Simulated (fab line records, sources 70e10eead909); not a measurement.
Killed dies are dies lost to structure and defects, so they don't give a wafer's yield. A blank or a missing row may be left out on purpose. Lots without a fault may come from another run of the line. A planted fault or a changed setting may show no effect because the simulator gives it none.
fab line records | flow nand_harc
record lots=5 wafers=15 last_day=24
route steps=1159 shown P_ZERO_WELL@60 P_STI@69
lots that met no fault: from a run of the same line without faults
start_h: hours from the record's first day to the start of the lot's first wafer shown | wait_h: hours since the lot's step before | " the same as in the row above | L1.1+2: a row that stands for several wafers | - no value, or no start given | * or withheld: withheld | < > ~ a bound
route shown NAME@n: a module of which the file shows steps, and the number in the route of the first | usual: mean/standard deviation of fault-free wafers | same: alike in all rows | chamber/n: place in a boat | sites: the reading at each site | _std_site: their standard deviation | _edge_site: outer sites' mean less inner sites' | radius_mm: how far each site lies from the wafer's centre | mask NAME#n: copy n | behind: the tool/chamber that last shaped the wafer | hold: why the lot was held/for how many hours/how that ended | device: the transistor (n, p or np) that didn't switch | end of line: the same wafers' tests at the end of the route | a step without rows: its recipe alone | killed: dies lost to structure and defects at the first sort, not the wafer's yield | map: a wafer's dies, x killed, . not, _ none there
set.NAME: the setting as run; set.NAME@STEP: as run at that earlier step | model.NAME: the simulator's own value behind a step, which no gauge read
lots at some steps of the route; a table a step, a row a wafer
services: from which hour (start_h, from the record's first day; less than 0 if before it) a tool's chamber was out of use, for how many hours, and why
## steps
# step NHARC_P_ZERO_WELL_HARDBAKE_53
# recipe temp_c=125 time_s=80
# columns lot.wafer tool chamber start_h wait_h
L078.2+3+5 litho_track-07 0 41.96 -
L086.2+3+5 litho_track-02 0 89.87 -
L087.3+4+5 litho_track-02 0 95.59 -
L090.3+5+6 litho_track-02 0 113.82 -
L091.2+5+6 litho_track-05 0 119.96 -
# step NHARC_P_ZERO_WELL_DESCUM_54
# recipe time_s=3 o2_flow_sccm=200 ar_flow_sccm=0 bias_power_w=0 chemistry=O2
# usual drypump_motor_current_A=5.8/0.37 oes_product_au=0.996/0.011 rf_vpp_V=57.8/0.9 showerhead_plenum_p_Torr=1.93/0.088 throttle_valve_pct=11.311/0.0095
# columns lot.wafer tool chamber start_h wait_h drypump_motor_current_A oes_product_au rf_hours_counter_h rf_vpp_V showerhead_plenum_p_Torr throttle_valve_pct
L078.3 rie_diel-07 0 42.05 - 5.2 1.022 12 56.9 1.91 11.318
L078.2 " 2 " " 6.4 0.978 12 56.9 1.97 11.327
L078.5 " 0 " " 5.2 1.000 - 58.9 1.91 11.303
L086.3 rie_diel-09 0 89.96 - 6.2 1.007 0 59.0 2.02 11.318
L086.2 " 3 " " 6.0 1.014 0 59.1 1.95 11.322
L086.5 " 0 " " 6.2 1.001 - 57.9 2.02 11.305
L087.3 rie_diel-07 3 95.66 - 6.1 1.005 2 56.9 1.83 11.317
L087.4 " 2 " " 6.3 0.992 1 59.1 1.97 11.307
L087.5 " 0 " " 5.2 1.011 - 57.8 1.91 11.305
L090.3 rie_diel-09 3 113.89 - 6.0 1.017 1 58.2 1.95 11.297
L090.5 " 3 " " 6.0 1.020 - 59.0 1.95 11.323
L090.6 " 0 " " 6.2 0.998 - 57.5 2.02 11.310
L091.2 rie_diel-02 1 120.05 - 5.9 1.007 9 57.6 1.78 11.312
L091.6 " 0 " " 5.7 0.996 - 58.0 2.01 11.306
L091.5 " 1 " " 5.9 1.007 - 56.2 1.78 11.314
# step NHARC_P_ZERO_WELL_IMPLANT_55
# recipe energy_kev=180 dose_cm2=8e+11 tilt_deg=7
# usual beam_on_s=9.99/0.2
# same implant_ion_amu=11
# columns lot.wafer tool chamber start_h wait_h beam_on_s
L078.2 implanter-02 0 42.21 0.1 9.99
L078.3 " 0 " " 9.67
L078.5 " 0 " " 9.82
L086.2 implanter-01 0 90.21 0.2 10.28
L086.3 " 0 " " 10.28
L086.5 " 0 " " 9.82
L087.3 implanter-01 0 95.87 0.2 10.04
L087.4 " 0 " " 9.72
L087.5 " 0 " " 10.02
L090.3 implanter-02 0 114.10 0.2 10.38
L090.5 " 0 " " 10.16
L090.6 " 0 " " 9.93
L091.2 implanter-02 0 120.22 0.2 9.99
L091.5 " 0 " " 10.10
L091.6 " 0 " " 10.06
# step NHARC_P_ZERO_WELL_IMPLANT_61
# recipe energy_kev=30 dose_cm2=5e+11 tilt_deg=7
# usual beam_on_s=10.01/0.2
# same implant_ion_amu=11
# columns lot.wafer tool chamber start_h wait_h beam_on_s
L078.2 implanter-02 0 42.39 0.1 9.93
L078.3 " 0 " " 10.09
L078.5 " 0 " " 9.96
L086.2 implanter-01 0 90.40 0.2 9.90
L086.3 " 0 " " 10.24
L086.5 " 0 " " 9.99
L087.3 implanter-01 0 96.05 0.2 10.28
L087.4 " 0 " " 9.79
L087.5 " 0 " " 9.84
L090.3 implanter-02 0 114.28 0.2 10.22
L090.5 " 0 " " 10.42
L090.6 " 0 " " 10.14
L091.2 implanter-02 0 120.39 0.1 10.05
L091.5 " 0 " " 10.40
L091.6 " 0 " " 9.96
# step NHARC_P_ZERO_WELL_STRIP_56
# recipe time_s=840 temp_c=130 chemistry=SPM
# columns lot.wafer tool chamber start_h wait_h
L078.5+2+3 wet_bench-03 4,5,7 42.57 0.1
L086.3+5+2 wet_bench-06 1,2,3 90.58 0.1
L087.4+3+5 wet_bench-03 1,2,5 96.22 0.1
L090.3+5+6 wet_bench-03 6,1,2 114.44 0.1
L091.6+5+2 wet_bench-02 7,0,3 120.58 0.0
# step NHARC_P_ZERO_WELL_PRECLEAN_68
# recipe time_s=60 temp_c=50 bath_age_min=0 chemistry=SC1
# columns lot.wafer tool chamber start_h wait_h
L078.5+2+3 wet_bench-03 4,5,7 - -
L086.3+5+2 wet_bench-06 1,2,3 - -
L087.4+3+5 wet_bench-03 1,2,5 - -
L090.3+5+6 wet_bench-03 6,1,2 - -
L091.6+5+2 wet_bench-02 7,0,3 - -
# step NHARC_P_ZERO_WELL_SRD_69
# columns lot.wafer tool chamber start_h wait_h
L078.5+2+3 wet_bench-03 4,5,7 - -
L086.3+5+2 wet_bench-06 1,2,3 - -
L087.4+3+5 wet_bench-03 1,2,5 - -
L090.3+5+6 wet_bench-03 6,1,2 - -
L091.6+5+2 wet_bench-02 7,0,3 - -
# step NHARC_P_ZERO_WELL_RTA_42
# recipe temp_c=1100 time_s=300
# usual lamp_power_pct=36.9/1.8 lamp_zone_5_pct=36.9/1.8 wafer_temp_C_max=1104.6/1.2
# columns lot.wafer tool chamber start_h wait_h lamp_power_pct lamp_zone_5_pct wafer_temp_C_max
L078.2 rtp_anneal-02 0 43.12 - 35.0 35.1 1103.3
L078.3 " 0 " " 35.1 35.1 1102.2
L078.5 " 0 " " 35.2 35.2 1103.6
L086.2 rtp_anneal-01 0 91.13 - 38.8 38.8 1104.4
L086.3 " 0 " " 38.7 38.8 1104.4
L086.5 " 0 " " 38.7 38.8 1106.0
L087.3 rtp_anneal-02 0 96.86 - 35.1 35.1 1102.1
L087.4 " 0 " " 35.1 35.1 1103.7
L087.5 " 0 " " 35.1 35.1 1102.8
L090.3 rtp_anneal-01 0 115.09 - 38.8 38.8 1109.0
L090.5 " 0 " " 38.7 38.7 1105.4
L090.6 " 0 " " 38.8 38.7 1104.4
L091.2 rtp_anneal-01 0 121.12 - 38.8 38.7 1105.4
L091.5 " 0 " " 38.7 38.7 1106.9
L091.6 " 0 " " 38.8 38.7 1107.0
# step NHARC_P_ZERO_WELL_INSPECT_43
# usual raw_defect_count=14/7
# columns lot.wafer tool chamber start_h wait_h raw_defect_count
L078.2 defect_inspect-01 - 43.70 0.5 21
L078.3 " - " " 16
L078.5 " - " " 8
L086.2 defect_inspect-01 - 91.71 0.5 24
L086.3 " - " " 12
L086.5 " - " " 12
L087.3 defect_inspect-01 - 97.32 0.4 4
L087.4 " - " " 10
L087.5 " - " " 21
L090.3 defect_inspect-01 - 115.56 0.4 30
L090.5 " - " " 23
L090.6 " - " " 26
L091.2 defect_inspect-02 - 121.69 0.5 19
L091.5 " - " " 12
L091.6 " - " " 16
# step NHARC_P_STI_ETCH_26
# recipe target_depth_a=110 chemistry=dHF material=SiO2
# columns lot.wafer tool chamber start_h wait_h
L078.2+5+3 wet_bench-04 5,7,2 43.75 0.0
L086.2+3+5 wet_bench-01 0,2,3 91.78 0.1
L087.4+3+5 wet_bench-09 0,1,3 97.42 0.1
L090.6+3+5 wet_bench-01 3,4,5 115.62 0.1
L091.5+2+6 wet_bench-01 6,7,2 121.78 0.1
# step NHARC_P_STI_PRECLEAN_27
# recipe time_s=* temp_c=50 bath_age_min=0 chemistry=SC1
# columns lot.wafer tool chamber start_h wait_h
L078.2+5+3 wet_bench-04 5,7,2 43.82 0.1
L086.2+3+5 wet_bench-01 0,2,3 91.83 0.0
L087.4+3+5 wet_bench-09 0,1,3 97.46 0.0
L090.6+3+5 wet_bench-01 3,4,5 115.68 0.0
L091.5+2+6 wet_bench-01 6,7,2 121.83 0.0
# step NHARC_P_STI_SRD_28
# columns lot.wafer tool chamber start_h wait_h
L078.2+5+3 wet_bench-04 5,7,2 - -
L086.2+3+5 wet_bench-01 0,2,3 - -
L087.4+3+5 wet_bench-09 0,1,3 - -
L090.6+3+5 wet_bench-01 3,4,5 - -
L091.5+2+6 wet_bench-01 6,7,2 - -
# step NHARC_P_STI_OXIDE_29
# recipe target_thk_a=100 temp_c=900 ox_time_s=1362 material=SiO2
# usual ox_temp_c=900.0/0.45 spike_tc_bottom_C=917.2/1.3 tube_center_temp_C=900/0.081 zone_power_bottom_pct=25.1/1.8
# columns lot.wafer tool chamber start_h wait_h ox_temp_c spike_tc_bottom_C tube_center_temp_C zone_power_bottom_pct
L078.2 furnace-08 0 47.69 - 899.3 917.7 899.97 27.4
L078.3 " 0 " " 899.8 918.9 900.05 27.6
L078.5 " 0 " " 900.3 918.7 900.03 27.1
L086.2 furnace-08 0 95.70 - 900.0 919.7 900.01 26.7
L086.3 " 0 " " 899.7 918.2 899.93 27.9
L086.5 " 0 " " 900.4 918.8 899.9 27.1
L087.3 furnace-03 0 101.25 - 900.2 913.8 900.11 24.9
L087.4 " 0 " " 900.0 917.2 899.88 24.9
L087.5 " 0 " " 900.1 916.5 900 25.8
L090.3 furnace-03 0 119.46 - 899.3 916.1 900.01 25.4
L090.5 " 0 " " 900.4 917.5 899.99 25.3
L090.6 " 0 " " 900.1 916.0 899.89 25.3
L091.2 furnace-08 0 125.70 - 900.2 917.4 899.96 26.9
L091.5 " 0 " " 900.8 917.3 900.08 27.5
L091.6 " 0 " " 900.2 918.7 900.08 27.8
# step NHARC_P_STI_HM_DEP_30
# recipe target_thk_a=800 temp_c=790 pressure_mtorr=300 time_s=873 material=Si3N4
# usual pressure_mtorr=300.0/0.65 spike_tc_bottom_C=810/3.6 zone_power_bottom_pct=20.8/2.8
# columns lot.wafer tool chamber start_h wait_h pressure_mtorr spike_tc_bottom_C zone_power_bottom_pct
L078.2 lpcvd-01 0 54.95 3.6 299.7 813 17.2
L078.3 " 0 " " 299.8 814 17.4
L078.5 " 0 " " 300.6 812 17.6
L086.2 lpcvd-02 1 103.03 3.6 301.1 812 18.8
L086.3 " 1 " " 300.8 812 19.0
L086.5 " 1 " " 301.4 814 18.8
L087.3 lpcvd-01 1 108.53 3.6 299.1 808 23.2
L087.4 " 1 " " 300.0 807 23.2
L087.5 " 1 " " 300.2 807 22.9
L090.3 lpcvd-02 0 126.76 3.6 300.1 817 23.8
L090.5 " 0 " " 299.7 815 24.2
L090.6 " 0 " " 299.5 815 23.8
L091.2 lpcvd-02 1 133.02 3.6 300.1 813 19.0
L091.5 " 1 " " 300.2 813 19.0
L091.6 " 1 " " 299.7 812 19.1
# step NHARC_P_STI_DEHYDRATE_01
# recipe temp_c=150 time_s=120
# columns lot.wafer tool chamber start_h wait_h
L078.2+3+5 litho_track-02 0 58.60 0.4
L086.2+3+5 litho_track-02 0 106.70 0.4
L087.3+4+5 litho_track-03 0 112.22 0.4
L090.3+5+6 litho_track-05 0 130.45 0.4
L091.2+5+6 litho_track-05 0 136.67 0.4
# step NHARC_P_STI_HMDS_02
# recipe time_s=30
# columns lot.wafer tool chamber start_h wait_h
L078.2+3+5 litho_track-02 0 - -
L086.2+3+5 litho_track-02 0 - -
L087.3+4+5 litho_track-03 0 - -
L090.3+5+6 litho_track-05 0 - -
L091.2+5+6 litho_track-05 0 - -
# step NHARC_P_STI_COAT_41
# recipe temp_c=200 time_s=65
# columns lot.wafer tool chamber start_h wait_h
L078.2+3+5 litho_track-02 0 - -
L086.2+3+5 litho_track-02 0 - -
L087.3+4+5 litho_track-03 0 - -
L090.3+5+6 litho_track-05 0 - -
L091.2+5+6 litho_track-05 0 - -
# step NHARC_P_STI_COAT_03
# recipe spin_rpm=2000 resist_thk_nm=600
# columns lot.wafer tool chamber start_h wait_h
L078.2+3+5 litho_track-02 0 - -
L086.2+3+5 litho_track-02 0 - -
L087.3+4+5 litho_track-03 0 - -
L090.3+5+6 litho_track-05 0 - -
L091.2+5+6 litho_track-05 0 - -
# step NHARC_P_STI_SOFTBAKE_04
# recipe temp_c=125 time_s=70
# columns lot.wafer tool chamber start_h wait_h
L078.2+3+5 litho_track-02 0 - -
L086.2+3+5 litho_track-02 0 - -
L087.3+4+5 litho_track-03 0 - -
L090.3+5+6 litho_track-05 0 - -
L091.2+5+6 litho_track-05 0 - -
# step NHARC_P_STI_EBR_05
# columns lot.wafer tool chamber start_h wait_h
L078.2+3+5 litho_track-02 0 - -
L086.2+3+5 litho_track-02 0 - -
L087.3+4+5 litho_track-03 0 - -
L090.3+5+6 litho_track-05 0 - -
L091.2+5+6 litho_track-05 0 - -
# step NHARC_P_STI_EXPOSE_06
# recipe na=0.55 target_cd_nm=200 dose_mj=37.69 mask_id=P_STI
# usual focus_offset_nm=0.0/0.5
# columns lot.wafer tool chamber start_h wait_h mask focus_offset_nm
L078.2 krf_scanner-03 0 58.77 - P_STI#0 -0.3
L078.3 " 0 " " P_STI#0 0.6
L078.5 " 0 " " P_STI#0 0.3
L086.2 krf_scanner-02 0 107.00 - P_STI#0 -0.1
L086.3 " 0 " " P_STI#0 0.4
L086.5 " 0 " " P_STI#0 0.0
L087.3 krf_scanner-02 0 112.39 - P_STI#0 -0.4
L087.4 " 0 " " P_STI#0 1.1
L087.5 " 0 " " P_STI#0 0.6
L090.3 krf_scanner-03 0 130.75 - P_STI#0 -0.1
L090.5 " 0 " " P_STI#0 0.2
L090.6 " 0 " " P_STI#0 -0.1
L091.2 krf_scanner-03 0 136.84 - P_STI#0 0.4
L091.5 " 0 " " P_STI#0 1.0
L091.6 " 0 " " P_STI#0 1.0
# step NHARC_P_STI_PEB_07
# recipe peb_temp_c=128 peb_time_s=80
# columns lot.wafer tool chamber start_h wait_h
L078.2+3+5 litho_track-02 0 58.83 0.1
L086.2+3+5 litho_track-03 0 107.07 0.1
L087.3+4+5 litho_track-03 0 112.45 0.1
L090.3+5+6 litho_track-03 0 130.81 0.1
L091.2+5+6 litho_track-02 0 136.90 0.1
# step NHARC_P_STI_DEVELOP_08
# recipe time_s=50 dev_temp_c=22
# columns lot.wafer tool chamber start_h wait_h
L078.2+3+5 litho_track-02 0 - -
L086.2+3+5 litho_track-03 0 - -
L087.3+4+5 litho_track-03 0 - -
L090.3+5+6 litho_track-03 0 - -
L091.2+5+6 litho_track-02 0 - -
# step NHARC_P_STI_CD_MEAS_09
# recipe target_cd_nm=200 landing_energy_ev=500
# usual cd_nm=200.6/2.4
# columns lot.wafer tool chamber start_h wait_h cd_nm
L078.2 cd_sem-03 0 58.92 - 199.0
L078.3 " 0 " " 201.6
L078.5 " 0 " " 197.2
L086.2 cd_sem-01 0 107.16 - 200.3
L086.3 " 0 " " 201.6
L086.5 " 0 " " 200.1
L087.3 cd_sem-03 0 112.54 - 204.0
L087.4 " 0 " " 203.1
L087.5 " 0 " " 202.5
L090.3 cd_sem-03 0 130.90 - 201.7
L090.5 " 0 " " 201.1
L090.6 " 0 " " 201.0
L091.2 cd_sem-01 0 136.99 - 198.0
L091.5 " 0 " " 199.6
L091.6 " 0 " " 200.5
# step NHARC_P_STI_OVL_MEAS_10
# usual overlay_x_nm=0/6.8 overlay_y_nm=0/5.9
# columns lot.wafer tool chamber start_h wait_h overlay_x_nm overlay_y_nm
L078.2 overlay-01 - 59.00 - 4 6
L078.3 " - " " 4 8
L078.5 " - " " 4 7
L086.2 overlay-01 - 107.24 - 5 0
L086.3 " - " " 4 -1
L086.5 " - " " 4 -1
L087.3 overlay-02 - 112.62 - 4 0
L087.4 " - " " 5 0
L087.5 " - " " 5 0
L090.3 overlay-02 - 130.98 - -3 -8
L090.5 " - " " -2 -7
L090.6 " - " " -2 -8
L091.2 overlay-02 - 137.07 - -10 -2
L091.5 " - " " -10 -2
L091.6 " - " " -9 -3
# step NHARC_P_STI_INSPECT_11
# usual raw_defect_count=5.4/2.8
# columns lot.wafer tool chamber start_h wait_h raw_defect_count
L078.2 defect_inspect-01 - 59.04 0.0 3
L078.3 " - " " 5
L078.5 " - " " 5
L086.2 defect_inspect-02 - 107.30 0.1 6
L086.3 " - " " 13
L086.5 " - " " 5
L087.3 defect_inspect-01 - 112.66 0.0 5
L087.4 " - " " 5
L087.5 " - " " 10
L090.3 defect_inspect-02 - 131.02 0.0 6
L090.5 " - " " 3
L090.6 " - " " 8
L091.2 defect_inspect-01 - 137.11 0.0 7
L091.5 " - " " 11
L091.6 " - " " 13
# step NHARC_P_STI_HARDBAKE_13
# recipe temp_c=118 time_s=65
# columns lot.wafer tool chamber start_h wait_h
L078.2+3+5 litho_track-05 0 59.10 0.1
L086.2+3+5 litho_track-03 0 107.36 0.1
L087.3+4+5 litho_track-03 0 112.72 0.1
L090.3+5+6 litho_track-03 0 131.08 0.1
L091.2+5+6 litho_track-03 0 137.17 0.1
# step NHARC_P_STI_DESCUM_14
# recipe time_s=3 o2_flow_sccm=200 ar_flow_sccm=0 bias_power_w=0 chemistry=O2
# usual drypump_motor_current_A=5.6/0.65 oes_product_au=1.000/0.0093 rf_vpp_V=58.1/0.83 showerhead_plenum_p_Torr=1.99/0.088 throttle_valve_pct=11.311/0.0099
# columns lot.wafer tool chamber start_h wait_h drypump_motor_current_A oes_product_au rf_hours_counter_h rf_vpp_V showerhead_plenum_p_Torr throttle_valve_pct
L078.2 rie_diel-03 0 59.18 - 6.5 0.988 0.3 59.3 2.03 11.294
L078.3 " 1 " " 4.8 0.997 0.4 59.7 1.99 11.308
L078.5 " 0 " " 6.5 0.997 - 58.7 2.03 11.338
L086.2 rie_diel-05 1 107.45 - 4.8 0.992 2.8 59.1 2.06 11.306
L086.3 " 2 " " 6.3 1.000 3.3 58.4 2.07 11.313
L086.5 " 3 " " 5.2 0.985 - 58.0 2.05 11.319
L087.3 rie_diel-05 0 112.81 - 6.5 1.008 3.1 58.3 2.00 11.303
L087.4 " 1 " " 4.8 0.994 2.9 58.3 2.06 11.318
L087.5 " 3 " " 5.3 0.984 - 58.8 2.05 11.323
L090.3 rie_diel-03 2 131.16 - 5.0 0.992 3.4 56.1 1.86 11.319
L090.5 " 1 " " 4.8 0.992 - 57.3 1.98 11.306
L090.6 " 2 " " 5.1 0.998 - 55.5 1.86 11.317
L091.2 rie_diel-11 2 137.25 - 6.2 1.004 8.0 56.8 2.02 11.313
L091.6 " 1 " " 5.6 1.001 - 57.9 1.79 11.316
L091.5 " 2 " " 6.2 1.006 - 58.4 2.02 11.327
# step NHARC_P_STI_ETCH_42
# recipe target_depth_a=800 overetch_a=240 time_s=61 ion_energy_ev=200 n2_flow_sccm=150 h2_flow_sccm=150 ar_flow_sccm=0 rf_w=400 bias_w=150 chemistry=N2/H2
# usual drypump_motor_current_A=5.6/0.65 oes_product_au=1.001/0.0092 rf_vpp_V=432.7/2.8 showerhead_plenum_p_Torr=2.12/0.096 throttle_valve_pct=14.171/0.0092
# columns lot.wafer tool chamber start_h wait_h drypump_motor_current_A oes_product_au rf_hours_counter_h rf_vpp_V showerhead_plenum_p_Torr throttle_valve_pct
L078.3 rie_diel-03 1 59.26 0.1 4.8 1.003 0.4 431.2 2.12 14.183
L078.2 " 2 " " 5.0 0.984 0.4 430.2 1.98 14.174
L078.5 " 2 " " 5.0 0.996 - 428.5 1.98 14.169
L086.3 rie_diel-05 1 107.53 0.1 4.8 1.001 2.8 435.3 2.20 14.183
L086.2 " 2 " " 6.3 0.995 3.3 436.6 2.21 14.162
L086.5 " 3 " " 5.2 0.985 - 435.1 2.19 14.173
L087.4 rie_diel-05 0 112.89 0.1 6.6 1.009 3.1 433.8 2.14 14.179
L087.3 " 2 " " 6.3 0.997 3.4 434.6 2.21 14.187
L087.5 " 3 " " 5.3 0.986 - 433.5 2.19 14.179
L090.3 rie_diel-03 2 131.25 0.1 5.0 1.000 3.4 428.6 1.98 14.168
L090.5 " 0 " " 6.5 0.996 - 432.2 2.16 14.184
L090.6 " 1 " " 4.9 0.989 - 433.6 2.12 14.187
L091.2 rie_diel-11 3 137.34 0.1 5.3 0.998 7.8 426.9 1.92 14.179
L091.6 " 2 " " 6.1 0.998 - 432.8 2.15 14.181
L091.5 " 3 " " 5.3 0.999 - 426.3 1.92 14.176
# step NHARC_P_STI_ETCH_31
# recipe target_depth_a=1089 time_s=54.5 cf4_flow_sccm=100 chf3_flow_sccm=30 ar_flow_sccm=0 rf_w=500 bias_w=200 chemistry=CF4/CHF3
# usual drypump_motor_current_A=5.6/0.66 oes_product_au=0.963/0.018 rf_vpp_V=372.6/2.4 showerhead_plenum_p_Torr=1.64/0.068 throttle_valve_pct=16.801/0.0091
# columns lot.wafer tool chamber start_h wait_h drypump_motor_current_A oes_product_au rf_hours_counter_h rf_vpp_V showerhead_plenum_p_Torr throttle_valve_pct
L078.3 rie_diel-03 0 - - 6.5 0.953 0.4 373.7 1.66 16.793
L078.2 " 3 " " 5.2 0.976 0.4 371.9 1.66 16.781
L078.5 " 0 " " 6.5 0.950 - 375.1 1.66 16.808
L086.2 rie_diel-05 3 - - 5.2 0.948 2.9 375.2 1.68 16.803
L086.3 " 0 " " 6.5 0.963 3.0 372.9 1.64 16.809
L086.5 " 3 " " 5.3 0.947 - 373.2 1.68 16.785
L087.3 rie_diel-05 1 - - 4.8 0.978 2.9 372.2 1.69 16.806
L087.4 " 3 " " 5.2 0.956 3.1 373.7 1.68 16.811
L087.5 " 2 " " 6.3 0.950 - 373.8 1.69 16.775
L090.3 rie_diel-03 3 - - 5.3 0.977 3.3 372.0 1.66 16.809
L090.6 " 3 " " 5.2 0.978 - 374.6 1.66 16.801
L090.5 " 0 " " 6.5 0.963 - 374.8 1.66 16.806
L091.2 rie_diel-11 0 - - 5.3 0.993 6.8 374.6 1.66 16.812
L091.5 " 2 " " 6.2 0.970 - 373.1 1.65 16.797
L091.6 " 3 " " 5.3 0.983 - 368.3 1.49 16.787
# step NHARC_P_STI_ETCH_15
# recipe target_depth_a=3000 taper_deg=4 time_s=100.1 hbr_flow_sccm=150 cl2_flow_sccm=50 rf_w=400 icp_w=400 bias_w=100 chemistry=HBr/Cl2
# usual drypump_motor_current_A=5.7/0.42 oes_product_au=0.999/0.011 throttle_valve_pct=26.407/0.0096
# columns lot.wafer tool chamber start_h wait_h drypump_motor_current_A oes_product_au rf_hours_counter_h throttle_valve_pct
L078.2 rie_si-01 0 59.45 - 5.9 1.014 0.7 26.424
L078.3 " 1 " " 5.1 1.004 0.5 26.414
L078.5 " 1 " " 5.1 0.998 - 26.406
L086.2 rie_si-05 2 107.72 - 5.2 1.010 0.3 26.394
L086.3 " 3 " " 6.7 1.008 0.3 26.404
L086.5 " 1 " " 5.5 0.993 - 26.417
L087.4 rie_si-05 1 113.09 - 5.5 0.989 0.4 26.404
L087.3 " 3 " " 6.7 1.001 0.3 26.396
L087.5 " 0 " " 5.6 0.991 - 26.422
L090.3 rie_si-02 0 131.44 - 5.8 0.992 0.5 26.405
L090.5 " 3 " " 5.7 0.996 - 26.401
L090.6 " 0 " " 5.8 0.991 - 26.383
L091.2 rie_si-05 1 137.54 - 5.5 0.992 0.7 26.415
L091.6 " 0 " " 5.6 0.983 - 26.395
L091.5 " 1 " " 5.5 0.994 - 26.419
# step NHARC_P_STI_CD_MEAS_16
# usual cd_nm=200.8/2.4
# columns lot.wafer tool chamber start_h wait_h cd_nm
L078.2 cd_sem-01 - 59.61 - 198.8
L078.3 " - " " 200.5
L078.5 " - " " 196.8
L086.2 cd_sem-02 - 107.87 - 201.9
L086.3 " - " " 201.6
L086.5 " - " " 201.5
L087.3 cd_sem-03 - 113.24 - 203.5
L087.4 " - " " 204.2
L087.5 " - " " 203.4
L090.3 cd_sem-01 - 131.59 - 201.6
L090.5 " - " " 200.7
L090.6 " - " " 201.6
L091.2 cd_sem-01 - 137.68 - 196.7
L091.5 " - " " 198.6
L091.6 " - " " 201.0
# step NHARC_P_STI_OCD_MEAS_17
# usual trench_depth_nm=300/5 trench_foot_cd_nm=158.7/2.5
# columns lot.wafer tool chamber start_h wait_h trench_depth_nm trench_foot_cd_nm
L078.2 ocd-02 - 59.70 0.1 306 156.4
L078.3 " - " " 301 159.5
L078.5 " - " " 300 155.1
L086.2 ocd-02 - 107.96 0.1 306 157.6
L086.3 " - " " 305 159.0
L086.5 " - " " 298 158.8
L087.3 ocd-01 - 113.32 0.1 299 162.1
L087.4 " - " " 294 161.8
L087.5 " - " " 296 160.7
L090.3 ocd-01 - 131.68 0.1 296 160.0
L090.5 " - " " 295 160.1
L090.6 " - " " 298 159.2
L091.2 ocd-01 - 137.77 0.1 294 156.7
L091.5 " - " " 295 158.0
L091.6 " - " " 293 159.4
# step NHARC_P_STI_STRIP_19
# recipe time_s=900 temp_c=130 chemistry=SPM
# columns lot.wafer tool chamber start_h wait_h
L078.5+3+2 wet_bench-01 3,4,6 59.78 0.1
L086.3+5+2 wet_bench-01 6,7,2 108.02 0.1
L087.3+5+4 wet_bench-04 5,7,1 113.38 0.1
L090.6+5+3 wet_bench-09 2,4,5 131.74 0.1
L091.2+5+6 wet_bench-09 7,0,3 137.82 0.1
# step NHARC_P_STI_PRECLEAN_32
# recipe time_s=* temp_c=50 bath_age_min=0 chemistry=SC1
# columns lot.wafer tool chamber start_h wait_h
L078.5+3+2 wet_bench-01 3,4,6 - -
L086.3+5+2 wet_bench-01 6,7,2 - -
L087.3+5+4 wet_bench-04 5,7,1 - -
L090.6+5+3 wet_bench-09 2,4,5 - -
L091.2+5+6 wet_bench-09 7,0,3 - -
## services
# columns tool chamber start_h hours kind
rie_diel-11 1 18.71 6.7 repair
furnace-08 - 21.51 26.0 pm
implanter-01 - 23.83 3.5 repair
implanter-02 - 30.87 2.9 repair
wet_bench-01 - 37.60 8.0 pm
krf_scanner-02 - 38.00 4.0 pm
litho_track-03 - 38.00 7.0 pm
rie_diel-03 - 38.30 9.0 pm
rie_si-05 3 39.58 2.1 repair
implanter-02 - 50.00 2.0 repair
rie_diel-07 - 51.20 9.0 pm
rie_diel-11 - 58.57 0.7 repair
rie_diel-05 3 60.73 4.4 repair
litho_track-05 - 62.00 7.0 pm
rie_si-05 - 62.00 9.0 pm
krf_scanner-02 - 70.69 2.5 repair
krf_scanner-02 - 73.32 5.2 repair
implanter-02 - 85.00 13.0 pm
wet_bench-09 - 112.80 8.0 pm
rie_si-05 3 122.06 14.8 repair
rie_si-05 2 123.56 12.4 repair
wet_bench-06 - 129.60 8.0 pm
rie_diel-05 0 135.60 6.1 repair
rie_diel-03 1 137.31 9.3 repair
## key
fault none
